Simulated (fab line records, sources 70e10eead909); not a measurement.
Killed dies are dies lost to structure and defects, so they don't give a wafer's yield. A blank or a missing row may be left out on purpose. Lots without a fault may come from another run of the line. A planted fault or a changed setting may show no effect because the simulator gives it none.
Which tool did it? | flow nand_harc | 10 lots, 29 wafers sampled, at 2 steps of a route of 1159

WHAT THE GAUGES READ, wafer by wafer
NHARC_P_ZERO_WELL_CD_MEAS_11: target cd 500 nm.
lot  | measured    | on        | cd_nm (nm)
L107 | day 1 13:08 | cd_sem-01 | 500.5 500.0 500.4
L108 | day 1 19:14 | cd_sem-02 | 498.6 499.3 500.3
L109 | day 2 01:15 | cd_sem-01 | 501.2 498.1 497.8
L110 | day 2 07:15 | cd_sem-02 | 500.0 497.9 498.6
L111 | day 2 13:07 | cd_sem-01 | 501.7 499.4 497.1
L112 | day 2 19:14 | cd_sem-03 | 503.4 502.9 501.1
L118 | day 4 07:08 | cd_sem-03 | 493.5 496.5
L120 | day 4 19:08 | cd_sem-02 | 499.6 502.2 491.4
L124 | day 5 19:44 | cd_sem-02 | 500.8 499.8 501.4
L126 | day 6 07:14 | cd_sem-01 | 500.6 498.5 500.5

WHICH TOOL RAN EACH LOT (tool, then ch and the chambers of the sampled wafers, then the start)
lot  | NHARC_P_ZERO_WELL_SOFTBAKE_06
L107 | litho_track-05 ch 0, day 1 12:00
L108 | litho_track-03 ch 0, day 1 18:00
L109 | litho_track-05 ch 0, day 2 00:00
L110 | litho_track-07 ch 0, day 2 06:00
L111 | litho_track-05 ch 0, day 2 12:00
L112 | litho_track-07 ch 0, day 2 18:00
L118 | litho_track-07 ch 0, day 4 06:00
L120 | litho_track-07 ch 0, day 4 18:00
L124 | litho_track-05 ch 0, day 5 19:00
L126 | litho_track-03 ch 0, day 6 06:00
- NHARC_P_ZERO_WELL_SOFTBAKE_06: time 70 s.

THE ANSWER, worked out from the rows above alone
Rule: what is usual is taken from the lots themselves. Put in order of their means at a reading, lots are off if they are a third of the lots or fewer, leave a main group of 4 or more, and stand apart from it by a gap of 3 or more times the standard deviation of the main group's means; of several such gaps the widest counts. A main group whose means are all the same, to the digits that the tables above print for the reading, isn't used. A lot without any number at a reading at which 4 lots or more have one is off too. The other lots that the step has rows for count as sound.
No lot is off at any reading shown: from this, nothing can be told.

WHAT THE SIMULATOR HAD PUT IN
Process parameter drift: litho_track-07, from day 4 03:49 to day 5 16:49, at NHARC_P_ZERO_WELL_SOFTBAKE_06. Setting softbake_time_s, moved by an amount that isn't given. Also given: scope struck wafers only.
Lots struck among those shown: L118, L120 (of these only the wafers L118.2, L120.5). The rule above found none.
